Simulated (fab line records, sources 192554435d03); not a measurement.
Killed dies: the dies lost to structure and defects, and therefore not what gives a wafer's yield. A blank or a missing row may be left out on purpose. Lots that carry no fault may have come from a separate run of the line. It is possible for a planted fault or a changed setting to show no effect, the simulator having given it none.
Comparing a struck lot with a sound one :: flow n5-finfet :: 15 out of 1938 route steps
Sound: wafers L188.2, L188.4, L188.5. Wafers L194.3, L194.6 were the ones struck. The cause comes at the end.
At each step with rows: each side's tool, then ch and its chambers, then its first start. Under that, the readings that differ: sound wafers :: struck wafers :: difference of the means :: sigmas: that difference in standard deviations of wafers without a fault.
alike: words and numbers the same on both sides, and readings whose means are apart by under 2 such deviations; not compared: readings that were withheld, readings missing a value for some wafer, numbers with overlapping values and no deviation given by the record, and bounds like >300 which may hide the same value.
A row with sigmas, a row that says differs or no value, or rows on one side alone: a step with any of these is where the two part. Numbers that don't overlap but have no deviation are shown without sigmas and don't part them. A reading missing from all wafers of one side parts the sides only when that side holds two or more wafers.

first, 1 step without rows for these wafers: N5_BEOL_M0_WET_ETCH_106 (etches SiO2 in DHF, target depth 130 nm, rinse time 30 s).
N5_BEOL_M0_ETCH_128: etches SiCN in CF4/N2, target depth 12 nm, overetch 5.1 nm, time 21.4 s.
  sound on rie-diel-04 ch 1,2,3, day 8 12:08; struck on rie-diel-04 ch 1, day 10 05:06
  alike: cf4-flow-sccm, drypump-motor-current-A, oes-product-au, rf-vpp-V, showerhead-plenum-p-Torr, throttle-valve-pct
  not compared: rf-hours-counter-h
N5_BEOL_M0_TRENCH_ETCH_107: etches SiOC in C4F6/O2, target depth 32.8 nm, time 16.4 s.
  sound on rie-diel-04 ch 1,2,3, day 8 12:11; struck on rie-diel-04 ch 1, day 10 05:09
  alike: drypump-motor-current-A, oes-product-au, rf-vpp-V, showerhead-plenum-p-Torr, throttle-valve-pct
  not compared: rf-hours-counter-h
N5_BEOL_M0_STRIP_142: strips in N2/H2, time 10 s.
  sound on rie-diel-04 ch 1,2,3, day 8 12:12; struck on rie-diel-04 ch 1, day 10 05:10
  alike: drypump-motor-current-A, oes-product-au, rf-vpp-V, showerhead-plenum-p-Torr, throttle-valve-pct
  not compared: rf-hours-counter-h
N5_BEOL_M0_OCD_MEAS_108:
  sound on ocd-02, day 8 12:17; struck on ocd-01, day 10 05:15
  alike: trench-depth-nm
then, 6 steps without rows for these wafers: N5_BEOL_M0_HM_STRIP_129 (strips TiN in peroxide tin strip, target depth 17 nm, time 108 s); N5_BEOL_M0_SRD_130 (time 30 s); N5_BEOL_M0_ETCH_109 (etches SiCN in CH3F/O2, target depth 8 nm, overetch 2.4 nm, time 27.4 s); N5_BEOL_M0_STRIP_139 (strips in post etch residue remover, time 60 s); N5_BEOL_M0_SRD_111 (time 30 s); N5_BEOL_M0_DEGAS_112 (time 60 s).
N5_BEOL_M0_PRE_CLEAN_113: time 30 s.
  sound on pvd-sputter-01, day 8 13:31; struck on pvd-sputter-03, day 10 06:02
  alike: heater-power-w
N5_BEOL_M0_ALD_136: deposits TaN, pulse time 2 s, purge time 3 s, co reactant purge time 2 s.
  sound on ald-metal-04 ch 1,2,3, day 8 13:36; struck on ald-metal-03 ch 1,3, day 10 06:05
reading: ald-cycles
sound: 30 30 30
struck: 27 27
difference: -3
sigmas: 
  alike: chamber-pressure-Torr, heater-power-outer-w, heater-power-w, precursor-vessel-carrier-sccm, precursor-vessel-pressure-torr, precursor-vessel-temp-c
N5_BEOL_M0_SURFACE_TREAT_137:
  sound on pvd-sputter-01, day 8 14:02; struck on pvd-sputter-01, day 10 06:27
  not compared: throttle-valve-pct
-- the record jumps here: 2 days lie between the struck wafers' starts before and after (it left off in module BEOL_M0 and takes up again in module BEOL_M4, whose first step shown is number 1111 of the route) --
N5_BEOL_M4_RC_MEAS_101:
  sound on prober-02 ch 0, day 10 17:14; struck on prober-02 ch 0, day 12 09:44
  alike: DIBL_N, DIBL_P, IOFF_N, IOFF_P, ION_N, ION_P, SS_N, SS_P, VT_N, VT_P

WHERE THEY PART
Nowhere in this record.

WHY: what had been put in by the simulator
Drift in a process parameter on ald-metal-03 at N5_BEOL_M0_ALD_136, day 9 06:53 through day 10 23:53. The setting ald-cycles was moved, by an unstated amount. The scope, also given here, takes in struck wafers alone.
